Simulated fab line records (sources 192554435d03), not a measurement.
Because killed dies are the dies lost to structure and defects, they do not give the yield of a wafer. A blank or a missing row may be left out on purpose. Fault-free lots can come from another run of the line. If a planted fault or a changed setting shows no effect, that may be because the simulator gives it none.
Chamber matching    flow n5_finfet    N5_BEOL_M6_ETCH_65 on rie_diel-04: 4 sister chambers
The step etches SiARC in CF4, target depth 15.6 nm, time 26 s. 8 wafers are shown with their chamber, then 9 later ones without.

== WAFERS, EACH WITH ITS CHAMBER ==
wafer   chamber  drypump_motor_current_A (A)  throttle_valve_pct (%)
L076.3  1        6.2                          16.0
L081.2  1        6.2                          16.0
L081.3  0        6.1                          15.1
L082.3  0        6.1                          15.2
L082.6  3        5.5                          15.2
L090.4  2        6.0                          15.8
L090.5  2        5.9                          15.8
L090.6  3        5.5                          15.2

== WAFERS MISSING THEIR CHAMBER ==
wafer   drypump_motor_current_A (A)  throttle_valve_pct (%)
L092.3  6.1                          15.2
L092.4  6.2                          16.1
L092.5  6.1                          15.2
L095.2  6.2                          16.1
L095.3  5.5                          15.3
L095.6  5.5                          15.3
L093.1  6.1                          15.2
L093.2  6.2                          16.1
L093.6  5.5                          15.3

== CHAMBER TAKEN BY EACH ==
wafer   from the rows above  in truth
L092.3  0                    0
L092.4  1                    1
L092.5  0                    0
L095.2  1                    1
L095.3  3                    3
L095.6  3                    3
L093.1  0                    0
L093.2  1                    1
L093.6  3                    3
Correct placement for 9 of the 9. Left unplaced by these rows: 0. Placed wrongly: 0.
How it was worked out, from the rows above alone: a wafer's distance from a chamber is the root of the sum, over the readings, of the square of ((its reading less the chamber's mean) divided by the reading's scatter). The wafer belongs to the nearest chamber; if the next one is less than 2 further off, it can't be placed. Each chamber's mean is taken over the wafers shown for it. The scatter: take each reading less its chamber's mean, square it, sum over the shown wafers, divide by the number of wafers less the number of chambers, and take the root.
